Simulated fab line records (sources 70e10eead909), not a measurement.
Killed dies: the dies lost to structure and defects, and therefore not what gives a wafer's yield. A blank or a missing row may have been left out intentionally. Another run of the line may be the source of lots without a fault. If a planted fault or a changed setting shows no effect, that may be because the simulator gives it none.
Which tool is to blame? | flow nand_harc | Sampling: 13 lots, 39 wafers, 4 of 1302 route steps

== WHAT EACH GAUGE READ, for each wafer ==
The record lacks any reading of a measuring or inspecting step that a usual standard deviation could be used to judge.

== EACH LOT AND THE TOOL THAT RAN IT (in order: tool; ch and the chambers of the sampled wafers; start) ==
lot  | NHARC_A_WL_FILL_CVD_03        | NHARC_A_WL_FILL_ALD_10           | NHARC_A_WL_FILL_ETCHBACK_16                   | NHARC_A_WL_FILL_ETCHBACK_26
L777 | cvd_w-02 ch 0,1, day 19 13:18 | ald_hk-01 ch 0,3, day 19 18:02   | rie_diel-08 ch 0,2,3, day 20 03:57 or earlier | rie_si-04 ch 2,3, day 20 03:57
L778 | cvd_w-02 ch 0, day 20 18:58   | ald_hk-04 ch 0,1,2, day 21 03:38 | rie_diel-10 ch 1,2, day 21 14:05 or earlier   | rie_si-02 ch 1,3, day 21 14:05
L779 | cvd_w-01 ch 1, day 20 18:59   | ald_hk-01 ch 0,1, day 21 04:37   | rie_diel-08 ch 0,2,3, day 21 14:05 or earlier | rie_si-01 ch 1,2,3, day 21 14:05
L782 | cvd_w-02 ch 0,1, day 21 22:45 | ald_hk-04 ch 0,1, day 22 04:44   | rie_diel-08 ch 0,1, day 22 15:21 or earlier   | rie_si-01 ch 0,1,2, day 22 15:21
L792 | cvd_w-01 ch 0,1, day 26 01:30 | ald_hk-03 ch 0,2, day 26 07:30   | rie_diel-10 ch 0,1,3, day 26 17:31 or earlier | rie_si-01 ch 1,2,3, day 26 17:31
L791 | cvd_w-01 ch 0,1, day 26 01:49 | ald_hk-01 ch 2,3, day 26 07:31   | rie_diel-12 ch 0,1, day 26 17:31 or earlier   | rie_si-04 ch 0,1, day 26 17:31
L790 | cvd_w-01 ch 0,1, day 26 05:19 | ald_hk-01 ch 1,2,3, day 26 12:52 | rie_diel-10 ch 0,3, day 26 21:57 or earlier   | rie_si-04 ch 0,1, day 26 21:57
L793 | cvd_w-02 ch 0,1, day 26 14:06 | ald_hk-04 ch 0,2, day 26 21:26   | rie_diel-08 ch 2,3, day 27 06:51 or earlier   | rie_si-01 ch 2,3, day 27 06:51
L795 | cvd_w-02 ch 0,1, day 27 20:17 | ald_hk-04 ch 0,1, day 28 05:25   | rie_diel-08 ch 0,1, day 28 18:32 or earlier   | rie_si-01 ch 2,3, day 28 18:32
L797 | cvd_w-02 ch 0,1, day 28 13:05 | ald_hk-03 ch 0,2, day 28 22:11   | rie_diel-12 ch 1,2, day 29 10:19 or earlier   | rie_si-02 ch 2,3, day 29 10:19
L798 | cvd_w-01 ch 0,1, day 28 13:13 | ald_hk-01 ch 1,2,3, day 28 21:09 | rie_diel-10 ch 2,3, day 29 07:11 or earlier   | rie_si-01 ch 1,3, day 29 07:11
L799 | cvd_w-02 ch 0,1, day 29 08:20 | ald_hk-03 ch 0,2,3, day 29 16:17 | rie_diel-12 ch 0,1,2, day 30 03:04 or earlier | rie_si-01 ch 0,2,3, day 30 03:04
L800 | cvd_w-02 ch 0,1, day 29 20:27 | ald_hk-04 ch 0,1, day 30 04:50   | rie_diel-08 ch 2,3, day 30 14:26 or earlier   | rie_si-01 ch 1,2, day 30 14:26
- NHARC_A_WL_FILL_CVD_03: deposits W, target thk 40 nm, time 279 s.
- NHARC_A_WL_FILL_ALD_10: deposits SiO2, target thk 50 nm, pulse time 10 s, ald cycles 500.
- NHARC_A_WL_FILL_ETCHBACK_16: etches the open film in C4F8/O2/Ar, target depth 120 nm, time 24 s.
- NHARC_A_WL_FILL_ETCHBACK_26: etches the open film in HBr, target depth 52 nm, time 13.3 s.

== AS READ BY THE TOOLS THEMSELVES (means over the sampled wafers that have a number; for cases with no such wafer, the mark the record gives instead) ==
NHARC_A_WL_FILL_CVD_03. Usual: heater_power_w 484 W, standard deviation 41; throttle_valve_pct 8.0 %, standard deviation 0.34.
lot  | tool     | heater_power_w (W) | throttle_valve_pct (%) | flag
L777 | cvd_w-02 | 505                | 7.9                    |
L778 | cvd_w-02 | 449                | 7.9                    |
L779 | cvd_w-01 | 505                | 8.3                    |
L782 | cvd_w-02 | 510                | 7.8                    |
L792 | cvd_w-01 | 465                | 8.2                    |
L791 | cvd_w-01 | 475                | 8.1                    |
L790 | cvd_w-01 | 472                | 8.1                    |
L793 | cvd_w-02 | 503                | 7.8                    |
L795 | cvd_w-02 | 459                | 7.9                    |
L797 | cvd_w-02 | 503                | 7.5                    |
L798 | cvd_w-01 | 481                | 8.2                    |
L799 | cvd_w-02 | 503                | 7.7                    |
L800 | cvd_w-02 | 508                | 7.8                    |

NHARC_A_WL_FILL_ALD_10. Usual: heater_power_w 469 W, standard deviation 41; precursor_pulse_height_rel 1.003, standard deviation 0.021.
lot  | tool      | heater_power_w (W) | precursor_pulse_height_rel | flag
L777 | ald_hk-01 | 485                | 1.000                      |
L778 | ald_hk-04 | 443                | 0.997                      |
L779 | ald_hk-01 | 491                | 1.000                      |
L782 | ald_hk-04 | 473                | 1.032                      |
L792 | ald_hk-03 | 499                | 1.004                      |
L791 | ald_hk-01 | 495                | 1.017                      |
L790 | ald_hk-01 | 498                | 0.985                      |
L793 | ald_hk-04 | 433                | 0.994                      |
L795 | ald_hk-04 | 451                | 0.988                      |
L797 | ald_hk-03 | 465                | 0.992                      |
L798 | ald_hk-01 | 505                | 1.015                      |
L799 | ald_hk-03 | 480                | 1.003                      |
L800 | ald_hk-04 | 470                | 0.996                      |

NHARC_A_WL_FILL_ETCHBACK_16. Usual: oes_product_au 0.98 a.u., standard deviation 0.034; rf_vpp_V 724 V, standard deviation 4.8.
lot  | tool        | oes_product_au (a.u.) | rf_vpp_V (V) | flag
L777 | rie_diel-08 | 0.93                  | 724          |
L778 | rie_diel-10 | 0.99                  | 725          |
L779 | rie_diel-08 | 1.00                  | 724          |
L782 | rie_diel-08 | 1.02                  | 727          |
L792 | rie_diel-10 | 1.00                  | 726          |
L791 | rie_diel-12 | 0.92                  | 721          |
L790 | rie_diel-10 | 1.01                  | 722          |
L793 | rie_diel-08 | 1.02                  | 724          |
L795 | rie_diel-08 | 0.99                  | 722          |
L797 | rie_diel-12 | 1.00                  | 720          |
L798 | rie_diel-10 | 1.00                  | 719          |
L799 | rie_diel-12 | 0.98                  | 719          |
L800 | rie_diel-08 | 0.93                  | 727          |

NHARC_A_WL_FILL_ETCHBACK_26. Usual: drypump_motor_current_A 5.7 A, standard deviation 0.33; oes_product_au 1.005 a.u., standard deviation 0.011; throttle_valve_pct 23.266 %, standard deviation 0.0095.
lot  | tool      | drypump_motor_current_A (A) | oes_product_au (a.u.) | throttle_valve_pct (%) | flag
L777 | rie_si-04 | 5.3                         | 1.003                 | 23.267                 |
L778 | rie_si-02 | 5.1                         | 1.003                 | 23.256                 |
L779 | rie_si-01 | 5.7                         | 1.000                 | 23.267                 |
L782 | rie_si-01 | 5.8                         | 0.995                 | 23.269                 |
L792 | rie_si-01 | 5.7                         | 1.003                 | 23.262                 |
L791 | rie_si-04 | 5.9                         | 1.217                 | 23.265                 | OFF
L790 | rie_si-04 | 5.8                         | 1.215                 | 23.270                 | OFF
L793 | rie_si-01 | 5.6                         | 0.998                 | 23.268                 |
L795 | rie_si-01 | 5.6                         | 0.996                 | 23.265                 |
L797 | rie_si-02 | 5.2                         | 1.002                 | 23.260                 |
L798 | rie_si-01 | 5.8                         | 1.005                 | 23.267                 |
L799 | rie_si-01 | 5.7                         | 1.005                 | 23.265                 |
L800 | rie_si-01 | 5.8                         | 0.992                 | 23.266                 |

== THE ANSWER, worked out from the rows above alone ==
Rule: a lot is off if the mean of its wafers that have a number lies more than 3 standard deviations from the usual mean. A lot without any number at a reading at which 4 lots or more have one is off too. All remaining lots with rows at the step are treated as sound. After the gauges, taken in route order, come the tools' own readings; for these a lot's mean is taken, as printed above. At the first step where some lot is off, the reading lying furthest off is the one used; lots without a number count as furthest.
Off: L791, L790, at NHARC_A_WL_FILL_ETCHBACK_26 (oes_product_au).
A tool fits if, at that step or a process step before it, it ran every lot that is off, and no sound lot after the first of them. NHARC_A_WL_FILL_ETCHBACK_16: start missing for some lots; hours and lot order therefore follow NHARC_A_WL_FILL_ETCHBACK_26. One candidate fits, namely rie_si-04 at NHARC_A_WL_FILL_ETCHBACK_26. A fault onset in the window from L777 (day 20 03:57, its last sound lot) to L791 (day 26 17:31, its first lot off) fits.
The tool's own readings at NHARC_A_WL_FILL_ETCHBACK_26 bear it out: on the lots that are off they differ by more than 5 times the standard deviation of the sound lots' means. oes_product_au reads 1.216 a.u. there against 1.000 a.u. on the sound lots.

== WHAT HAD BEEN PUT IN BY THE SIMULATOR ==
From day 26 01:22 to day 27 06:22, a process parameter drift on rie_si-04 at NHARC_A_WL_FILL_ETCHBACK_26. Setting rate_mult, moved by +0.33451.
Shown lots that were struck: L791, L790. The rule above reached the same finding.
